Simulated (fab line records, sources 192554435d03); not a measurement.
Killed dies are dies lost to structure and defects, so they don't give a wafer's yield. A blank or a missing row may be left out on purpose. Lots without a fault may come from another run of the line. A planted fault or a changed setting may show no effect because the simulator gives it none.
Chamber matching | flow n5_finfet | N5_BEOL_M12_VIA_ETCH_16 on rie_diel-01: 4 sister chambers
The step etches SiOC in C4F8/O2/Ar, target depth 724.8 nm. 22 wafers are shown with their chamber, then 11 later ones without.

WAFERS WITH THEIR CHAMBER
wafer  | chamber | drypump_motor_current_A (A) | showerhead_plenum_p_Torr (Torr) | throttle_valve_pct (%)
L074.2 | 0       | 6.3                         | 3.46                            | 24.42
L074.3 | 1       | 5.7                         | 3.36                            | 24.85
L074.4 | 2       | 5.3                         | 3.59                            | 24.53
L078.2 | 3       | 6.0                         | 3.48                            | 24.62
L078.3 | 2       | 5.3                         | 3.59                            | 24.52
L078.4 | 1       | 5.8                         | 3.36                            | 24.86
L077.3 | 3       | 6.0                         | 3.47                            | 24.60
L077.5 | 0       | 6.3                         | 3.46                            | 24.41
L077.6 | 3       | 6.0                         | 3.48                            | 24.59
L080.1 | 2       | 5.3                         | 3.59                            | 24.53
L080.3 | 0       | 6.3                         | 3.45                            | 24.41
L080.4 | 1       | 5.8                         | 3.36                            | 24.87
L079.1 | 3       | 6.0                         | 3.47                            | 24.60
L079.2 | 0       | 6.3                         | 3.45                            | 24.43
L079.6 | 0       | 6.3                         | 3.45                            | 24.41
L084.2 | 0       | 6.3                         | 3.45                            | 24.44
L084.3 | 3       | 6.0                         | 3.47                            | 24.62
L084.6 | 3       | 6.0                         | 3.47                            | 24.60
L086.2 | 3       | 6.0                         | 3.47                            | 24.62
L086.3 | 2       | 5.3                         | 3.58                            | 24.55
L086.6 | 3       | 6.0                         | 3.47                            | 24.62
L089.1 | 3       | 6.0                         | 3.46                            | 24.61

SIGNATURES (means of the wafers above)
reading                  | chamber 0 | chamber 1 | chamber 2 | chamber 3 | scatter within a chamber
drypump_motor_current_A  | 6.300     | 5.767     | 5.300     | 6.000     | 0.0192
showerhead_plenum_p_Torr | 3.4533    | 3.3600    | 3.5875    | 3.4711    | 0.00526
throttle_valve_pct       | 24.4200   | 24.8600   | 24.5325   | 24.6089   | 0.0119
Rule: a wafer's distance from a chamber is the root of the sum, over the readings, of the square of ((its reading less the chamber's mean) divided by the reading's scatter). The wafer belongs to the nearest chamber; if the next one is less than 2 further off, it can't be placed. The scatter: the root of (the sum of the squares of (reading less its chamber's mean) over the shown wafers, divided by (wafers less chambers)).

WAFERS WITHOUT THEIR CHAMBER
wafer  | drypump_motor_current_A (A) | showerhead_plenum_p_Torr (Torr) | throttle_valve_pct (%)
L089.2 | 5.3                         | 3.57                            | 24.56
L089.3 | 6.3                         | 3.44                            | 24.45
L088.1 | 5.3                         | 3.57                            | 24.57
L088.5 | 6.0                         | 3.46                            | 24.64
L088.6 | 6.3                         | 3.44                            | 24.47
L094.3 | 6.3                         | 3.43                            | 24.46
L094.4 | 5.3                         | 3.57                            | 24.58
L094.6 | 5.3                         | 3.57                            | 24.60
L096.4 | 5.3                         | 3.57                            | 24.58
L096.5 | 6.0                         | 3.45                            | 24.66
L096.6 | 6.4                         | 3.43                            | 24.49

WHICH CHAMBER EACH WENT THROUGH
wafer  | from the rows above | in truth
L089.2 | 2                   | 2
L089.3 | 0                   | 0
L088.1 | 2                   | 2
L088.5 | 3                   | 3
L088.6 | 0                   | 0
L094.3 | 0                   | 0
L094.4 | 2                   | 2
L094.6 | 2                   | 2
L096.4 | 2                   | 2
L096.5 | 3                   | 3
L096.6 | 0                   | 0
Placed correctly: 11 of 11. Can't be placed from these rows: 0. Placed wrongly: 0.
